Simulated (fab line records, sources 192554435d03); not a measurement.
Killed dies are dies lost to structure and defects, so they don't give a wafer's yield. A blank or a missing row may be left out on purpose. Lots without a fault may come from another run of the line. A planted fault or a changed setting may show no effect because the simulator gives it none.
Problem report in the 8D (eight disciplines) form, filled by code | flow n5_finfet | the parts of the form that need people (team, actions taken, sign-off) are left out

1. THE PROBLEM
IOFF_N_LONG at N5_BEOL_M4_RC_MEAS_101 reads a mean of 1.5e-04 nA/um on 1 wafer of 1 lot; wafers without a fault read 5.6e-05 nA/um with a standard deviation of 3e-06. That is +32 standard deviations from the usual mean.
First seen on wafer L363.5, day 13 18:34, on prober-02. The record holds 24 wafers of 8 lots with a number at this step. Rule for "out", or "out of limits": more than 4 standard deviations from the usual mean. The other wafers with a number count as sound.

2. WHAT IT IS AND WHAT IT IS NOT
question                    | is                                                                            | is not
which readings at this step | IOFF_N_LONG, IOFF_N, IOFF_N_85C, IOFF_N_LIN, ION_N, VT_N, VT_N_LONG, VT_N_LVT | DIBL_N, DIBL_P, IOFF_P, ION_P, SS_N, SS_P
which lots                  | L363                                                                          | L340, L341, L343, L345, L357, L359, L362
which wafers of those lots  | L363.5                                                                        | L363.1, L363.4
read on which gauges        | prober-02                                                                     | prober-01
when                        | from day 13 18:34                                                             | up to then (23 sound wafers)

3. SUSPECTS, AND WHAT RULES EACH OUT
Counting: a tool at a process step up to the reading stays a suspect if it ran every lot that is out. Sound lots after the first of them don't rule it out here, since some wafers of a struck lot are sound.
- the gauge at N5_BEOL_M4_RC_MEAS_101: ruled out. All the wafers that are out were read on prober-02, but those of them that N5_PASSIVATION_PROBE_49 has rows for are out there too, on other tools.
- rie_diel-04 at N5_HKMG_FIN_STRIP_34 (strips in CF4): kept. It ran the lot that is out, L363 (day 9 20:49); its last sound lot up to then is L343 (day 4 22:46).
- rie_diel-02 at N5_HKMG_FIN_ETCH_86 (etches SOC in N2/H2, stops on TiN, target depth 393.2 nm): kept. It ran the lot that is out, L363 (day 9 22:31); its last sound lot up to then is L343 (day 4 23:49).
- ald_metal-03 at N5_HKMG_FIN_NWFM_ALD_20 (deposits TiAlC, target thk 2 nm, pulse time 3 s, purge time 2 s): kept. It ran the lot that is out, L363 (day 9 23:08); its last sound lot up to then is L357 (day 8 09:26).
- rie_metal-01 at N5_HKMG_FIN_ETCHBACK_68 (etches the open film in Cl2/Ar, stops on HfO2, target depth 0.5 nm): kept. It ran the lot that is out, L363 (day 9 23:55); its last sound lot up to then is L362 (day 9 22:52).
- Within rie_diel-02 at N5_HKMG_FIN_ETCH_86: the wafers that are out ran in chamber 0; their sound lot-mates ran in chambers 1, 2.
- Within ald_metal-03 at N5_HKMG_FIN_NWFM_ALD_20: the wafers that are out ran in chamber 1; their sound lot-mates ran in chambers 0, 2.
Left after counting: rie_diel-04 at N5_HKMG_FIN_STRIP_34, rie_diel-02 at N5_HKMG_FIN_ETCH_86, ald_metal-03 at N5_HKMG_FIN_NWFM_ALD_20, rie_metal-01 at N5_HKMG_FIN_ETCHBACK_68.

4. THE CAUSE (what the simulator had put in)
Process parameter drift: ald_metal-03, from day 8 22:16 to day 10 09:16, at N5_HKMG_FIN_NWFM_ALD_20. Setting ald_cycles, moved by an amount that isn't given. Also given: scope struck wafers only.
Counting left 4 suspects, and this tool is among them.

5. THE CHAIN OF EFFECTS, in route order
Each row: a reading whose mean over the struck wafers that have a number lies more than 3 standard deviations from the usual. Only readings for which the record gives a usual standard deviation are gone through. hours: the time from each lot's start at the first step in this table that gives one to its start at this step, as a median over the lots. sigmas: the change in usual standard deviations.
hours | step                    | reading        | usual          | on struck wafers | change    | sigmas
0     | N5_BEOL_M4_RC_MEAS_101  | IOFF_N         | 0.157 nA/um    | 0.607            | +0.450    | +21
0     | N5_BEOL_M4_RC_MEAS_101  | IOFF_N_85C     | 3.1 nA/um      | 9.3              | +6.2      | +18
0     | N5_BEOL_M4_RC_MEAS_101  | IOFF_N_LIN     | 0.073 nA/um    | 0.269            | +0.196    | +24
0     | N5_BEOL_M4_RC_MEAS_101  | IOFF_N_LONG    | 5.6e-05 nA/um  | 1.5e-04          | +9.5e-05  | +32
0     | N5_BEOL_M4_RC_MEAS_101  | IOFF_P_LONG    | 0.000105 nA/um | 0.000077         | -0.000028 | -3.1
0     | N5_BEOL_M4_RC_MEAS_101  | ION_N          | 673 uA/um      | 758              | +85       | +9.4
0     | N5_BEOL_M4_RC_MEAS_101  | VT_N           | 249.9 mV       | 213.2            | -36.7     | -15
0     | N5_BEOL_M4_RC_MEAS_101  | VT_N_LONG      | 274.3 mV       | 239.3            | -35.0     | -17
0     | N5_BEOL_M4_RC_MEAS_101  | VT_N_LVT       | 98.2 mV        | 60.9             | -37.3     | -14
97    | N5_PASSIVATION_PROBE_49 | sort_n_pass    | 1075           | 159              | -916      | -61
97    | N5_PASSIVATION_PROBE_49 | sort_yield_pct | 91.1 %         | 13.5             | -77.6     | -60
The process steps in it:
- N5_PASSIVATION_PROBE_49

6. WHAT WOULD HAVE CAUGHT IT SOONER
In this record the first reading out of limits at a measuring or inspecting step was taken at day 13 18:34, 116 hours after the fault began at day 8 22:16.
Of the tool readings at N5_HKMG_FIN_NWFM_ALD_20 for which the record gives a usual standard deviation, none was out on any struck wafer, so an alarm limit of 4 standard deviations on them would not have fired.
All the lots that are out (1) had begun N5_HKMG_FIN_NWFM_ALD_20 on ald_metal-03 by day 13 18:34. A hold on the tool at that time would have spared none of them.
